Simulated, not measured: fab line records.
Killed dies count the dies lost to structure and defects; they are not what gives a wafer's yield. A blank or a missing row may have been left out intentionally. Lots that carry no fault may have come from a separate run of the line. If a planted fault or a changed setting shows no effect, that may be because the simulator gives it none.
Which of the tools did it?    flow nand harc    13 lots, 39 wafers sampled, at 5 steps of a route of 1302

## WHAT THE GAUGES READ, wafer by wafer
NHARC_P_START_INSPECT_01. Usual: 3.8 for raw defect count, sd 2.2.
lot   measured      on                 raw defect count  flag
L599  day 1 20:02   defect inspect-01  5 4 7             
L601  day 2 16:02   defect inspect-02  4 2 3             
L602  day 3 02:02   defect inspect-01  3 2 5             
L603  day 3 12:02   defect inspect-02  4 0 5             
L604  day 3 22:02   defect inspect-01  3 4 1             
L608  day 5 14:02   defect inspect-01  3 3 2             
L609  day 6 00:02   defect inspect-02  5 3 3             
L610  day 6 10:02   defect inspect-01  3 4 4             
L611  day 6 20:02   defect inspect-02  5 0 6             
L612  day 7 06:02   defect inspect-01  15 7 4            
L620  day 10 14:03  defect inspect-02  4 5 1             
L621  day 11 00:03  defect inspect-01  2 2 0             
L622  day 11 10:02  defect inspect-01  1 4 5             

NHARC_END_SORT_01. Usual: killed at array 63, standard deviation 18; killed at other 1.1, standard deviation 1.3; killed at periphery 4.3, standard deviation 2.8; killed dies 68, standard deviation 18; killed open 3.3, standard deviation 2; killed short 2.4, standard deviation 1.6.
lot   measured      on         killed at array  killed at other  killed at periphery  killed dies  killed open  killed short  flag
L608  day 31 08:58  prober-01  20               1                6                    27           2            5             

## TOOL THAT RAN EACH LOT (tool first, then ch and the chambers of the sampled wafers, then the start)
lot   NHARC_P_STI_CMP_21             NHARC_P_GATE_DESCUM_13              NHARC_P_GATE_DEP_103
L599  cmp-01 ch 1,2,3, day 3 15:19   rie diel-13 ch 0,2,3, day 4 10:02   pecvd-02 ch 0,1,2, day 5 00:07
L601  cmp-02 ch 1,2,3, day 4 12:29   rie diel-13 ch 1,2, day 5 06:53     pecvd-04 ch 1,2, day 5 21:38
L602  cmp-01 ch 0,1, day 5 04:29     rie diel-01 ch 0,2, day 5 20:52     pecvd-04 ch 1,2, day 6 12:23
L603  cmp-04 ch 0,1,3, day 5 04:32   rie diel-07 ch 0,3, day 5 21:02     pecvd-02 ch 0,1, day 6 13:05
L604  cmp-01 ch 0,1,2, day 5 16:19   rie diel-13 ch 2,3, day 6 08:43     pecvd-02 ch 0,2, day 6 22:03
L608  cmp-02 ch 0,2,3, day 7 10:51   rie diel-13 ch 1,2,3, day 8 06:13   pecvd-04 ch 0,1,2, day 8 19:07
L609  cmp-02 ch 1,2, day 7 18:17     rie diel-13 ch 0,2, day 8 10:40     pecvd-02 ch 1,2, day 9 01:33
L610  cmp-04 ch 1,2,3, day 8 04:43   rie diel-13 ch 1,2, day 8 21:49     pecvd-02 ch 0,1, day 9 13:05
L611  cmp-02 ch 1,2, day 8 12:44     rie diel-01 ch 0,2, day 9 05:08     pecvd-02 ch 0,1, day 9 19:01
L612  cmp-01 ch 1,2,3, day 9 01:04   rie diel-13 ch 0,1,2, day 9 17:19   pecvd-01 ch 0,1,2, day 10 06:16
L620  cmp-01 ch 1,3, day 12 07:20    rie diel-13 ch 0,1,2, day 13 00:02  pecvd-02 ch 0,1, day 13 13:07
L621  cmp-02 ch 0,1,3, day 12 18:02  rie diel-13 ch 2,3, day 13 10:20    pecvd-02 ch 0,1,2, day 14 03:34
L622  cmp-04 ch 0,1,3, day 13 03:05  rie diel-01 ch 2,3, day 13 22:13    pecvd-04 ch 1,2, day 14 17:34
- NHARC_P_STI_CMP_21: polishes, t overpolish 20 s, target thk 380.67 nm.
- NHARC_P_GATE_DESCUM_13: chemistry O2, time 3 s.
- NHARC_P_GATE_DEP_103: deposits SiON, target thk 30 nm.

## WHAT THE TOOLS THEMSELVES READ (means of the sampled wafers that have a number; where no wafer has one, the mark that the record gives instead)
NHARC_P_STI_CMP_21. Usual: motor current A 12.5 A, standard deviation 1.1; overpolish run s 20.000 s, standard deviation 0.0095.
lot   tool    motor current A (A)  overpolish run s (s)  flag
L599  cmp-01  13.4                 19.997                
L601  cmp-02  12.7                 20.003                
L602  cmp-01  12.4                 20.013                
L603  cmp-04  12.3                 20.000                
L604  cmp-01  12.1                 19.991                
L608  cmp-02  12.1                 20.002                
L609  cmp-02  13.0                 19.999                
L610  cmp-04  12.9                 20.002                
L611  cmp-02  12.6                 71.602                OFF
L612  cmp-01  12.2                 19.999                
L620  cmp-01  13.7                 20.001                
L621  cmp-02  12.3                 19.995                
L622  cmp-04  12.4                 20.000                

NHARC_P_GATE_DESCUM_13. Usual: chamber pressure mTorr 59.99 mTorr, standard deviation 0.053; drypump motor current A 5.9 A, standard deviation 0.44; mfc ar sccm 0.010 sccm, standard deviation 0.012; oes product au 1.002 a.u., standard deviation 0.0071; rf vpp V 57.9 V, standard deviation 0.84; showerhead plenum p Torr 1.93 Torr, standard deviation 0.062; throttle valve pct 11.311 %, standard deviation 0.0082.
lot   tool         chamber pressure mTorr (mTorr)  drypump motor current A (A)  mfc ar sccm (sccm)  oes product au (a.u.)  rf vpp V (V)  showerhead plenum p Torr (Torr)  throttle valve pct (%)  flag
L599  rie diel-13  59.98                           5.8                          0.009               1.000                  56.8          1.89                             11.320                  
L601  rie diel-13  59.99                           6.0                          0.003               1.006                  58.7          1.91                             11.308                  
L602  rie diel-01  59.96                           5.4                          0.000               0.992                  57.7          1.91                             11.307                  
L603  rie diel-07  60.03                           5.4                          0.024               1.004                  58.4          1.87                             11.317                  
L604  rie diel-13  59.97                           5.7                          0.009               1.007                  57.5          1.91                             11.305                  
L608  rie diel-13  59.99                           6.1                          0.011               1.000                  58.5          1.95                             11.311                  
L609  rie diel-13  59.95                           5.7                          0.000               0.996                  56.5          1.82                             11.312                  
L610  rie diel-13  60.00                           6.0                          0.003               1.007                  57.4          1.91                             11.302                  
L611  rie diel-01  59.99                           5.4                          0.000               0.998                  57.7          1.91                             11.320                  
L612  rie diel-13  60.03                           6.0                          0.003               1.000                  57.6          1.88                             11.312                  
L620  rie diel-13  60.02                           6.1                          0.003               1.009                  58.1          1.88                             11.307                  
L621  rie diel-13  60.00                           5.7                          0.009               0.995                  57.8          1.91                             11.307                  
L622  rie diel-01  59.97                           5.7                          0.009               1.007                  58.5          1.92                             11.319                  

NHARC_P_GATE_DEP_103. Usual: 770 W for heater power w, sd 83.
lot   tool      heater power w (W)  flag
L599  pecvd-02  768                 
L601  pecvd-04  803                 
L602  pecvd-04  703                 
L603  pecvd-02  831                 
L604  pecvd-02  752                 
L608  pecvd-04  816                 
L609  pecvd-02  684                 
L610  pecvd-02  750                 
L611  pecvd-02  808                 
L612  pecvd-01  697                 
L620  pecvd-02  884                 
L621  pecvd-02  730                 
L622  pecvd-04  832                 

## THE ANSWER, worked out from the rows above alone
Rule: take the mean of a lot's wafers that have a number; if it is more than 3 standard deviations from the usual mean, the lot is off. A lot without any number at a reading at which 4 lots or more have one is off too. The other lots that the step has rows for count as sound. Order of review: gauges by route order, followed by the tools' own readings, for which a lot's mean as printed above is used. At the first step where some lot is off, the reading lying furthest off is the one used; lots without a number count as furthest.
Off at NHARC_P_STI_CMP_21 (overpolish run s): L611.
A tool fits if, at that step or a process step before it, it ran every lot that is off, and no sound lot after the first of them. Of those tried, none fits.

## WHAT THE SIMULATOR PUT IN
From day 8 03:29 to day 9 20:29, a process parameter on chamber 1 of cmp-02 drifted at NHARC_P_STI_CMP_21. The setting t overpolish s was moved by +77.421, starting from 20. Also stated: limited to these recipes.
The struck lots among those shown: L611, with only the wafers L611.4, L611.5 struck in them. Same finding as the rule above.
